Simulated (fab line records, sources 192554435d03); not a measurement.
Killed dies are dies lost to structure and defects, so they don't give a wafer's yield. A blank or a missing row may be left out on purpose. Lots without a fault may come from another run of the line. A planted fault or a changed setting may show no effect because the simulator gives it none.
Chamber matching | flow n5_finfet | N5_BEOL_M5_STRIP_36 on rie_diel-02: 4 sister chambers
The step strips in N2/H2. 18 wafers are shown with their chamber, then 9 later ones without.

WAFERS WITH THEIR CHAMBER
wafer  | chamber | showerhead_plenum_p_Torr (Torr) | oes_product_au (a.u.) | throttle_valve_pct (%)
L074.2 | 2       | 2.51                            | 0.74                  | 23.54
L074.3 | 0       | 2.47                            | 0.80                  | 23.69
L074.5 | 3       | 2.40                            | 0.72                  | 23.52
L078.1 | 0       | 2.47                            | 0.81                  | 23.78
L078.3 | 3       | 2.40                            | 0.73                  | 23.53
L078.6 | 2       | 2.50                            | 0.73                  | 23.57
L077.1 | 3       | 2.40                            | 0.74                  | 23.48
L077.4 | 1       | 2.67                            | 0.83                  | 23.39
L077.5 | 2       | 2.50                            | 0.72                  | 23.57
L082.2 | 2       | 2.50                            | 0.71                  | 23.55
L082.4 | 3       | 2.40                            | 0.72                  | 23.52
L082.5 | 2       | 2.50                            | 0.72                  | 23.56
L083.2 | 3       | 2.40                            | 0.73                  | 23.56
L083.5 | 2       | 2.50                            | 0.72                  | 23.56
L083.6 | 3       | 2.40                            | 0.71                  | 23.55
L081.2 | 0       | 2.47                            | 0.80                  | 23.77
L081.3 | 3       | 2.40                            | 0.72                  | 23.55
L081.4 | 2       | 2.50                            | 0.72                  | 23.58

SIGNATURES (means of the wafers above)
reading                  | chamber 0 | chamber 1 | chamber 2 | chamber 3 | scatter within a chamber
showerhead_plenum_p_Torr | 2.4700    | 2.6700    | 2.5014    | 2.4000    | 0.00247
oes_product_au           | 0.8033    | 0.8300    | 0.7229    | 0.7243    | 0.00918
throttle_valve_pct       | 23.7467   | 23.3900   | 23.5614   | 23.5300   | 0.0272
Rule: a wafer's distance from a chamber is the root of the sum, over the readings, of the square of ((its reading less the chamber's mean) divided by the reading's scatter). The wafer belongs to the nearest chamber; if the next one is less than 2 further off, it can't be placed. The scatter: the root of (the sum of the squares of (reading less its chamber's mean) over the shown wafers, divided by (wafers less chambers)).

WAFERS WITHOUT THEIR CHAMBER
wafer  | showerhead_plenum_p_Torr (Torr) | oes_product_au (a.u.) | throttle_valve_pct (%)
L087.1 | 2.46                            | 0.78                  | 23.77
L087.2 | 2.39                            | 0.70                  | 23.55
L087.4 | 2.66                            | 0.82                  | 23.39
L086.2 | 2.49                            | 0.69                  | 23.57
L086.4 | 2.66                            | 0.82                  | 23.41
L086.6 | 2.46                            | 0.79                  | 23.76
L096.2 | 2.45                            | 0.77                  | 23.81
L096.3 | 2.49                            | 0.70                  | 23.62
L096.4 | 2.65                            | 0.81                  | 23.40

WHICH CHAMBER EACH WENT THROUGH
wafer  | from the rows above | in truth
L087.1 | 0                   | 0
L087.2 | 3                   | 3
L087.4 | 1                   | 1
L086.2 | 2                   | 2
L086.4 | 1                   | 1
L086.6 | 0                   | 0
L096.2 | 0                   | 0
L096.3 | 2                   | 2
L096.4 | 1                   | 1
Placed correctly: 9 of 9. Can't be placed from these rows: 0. Placed wrongly: 0.
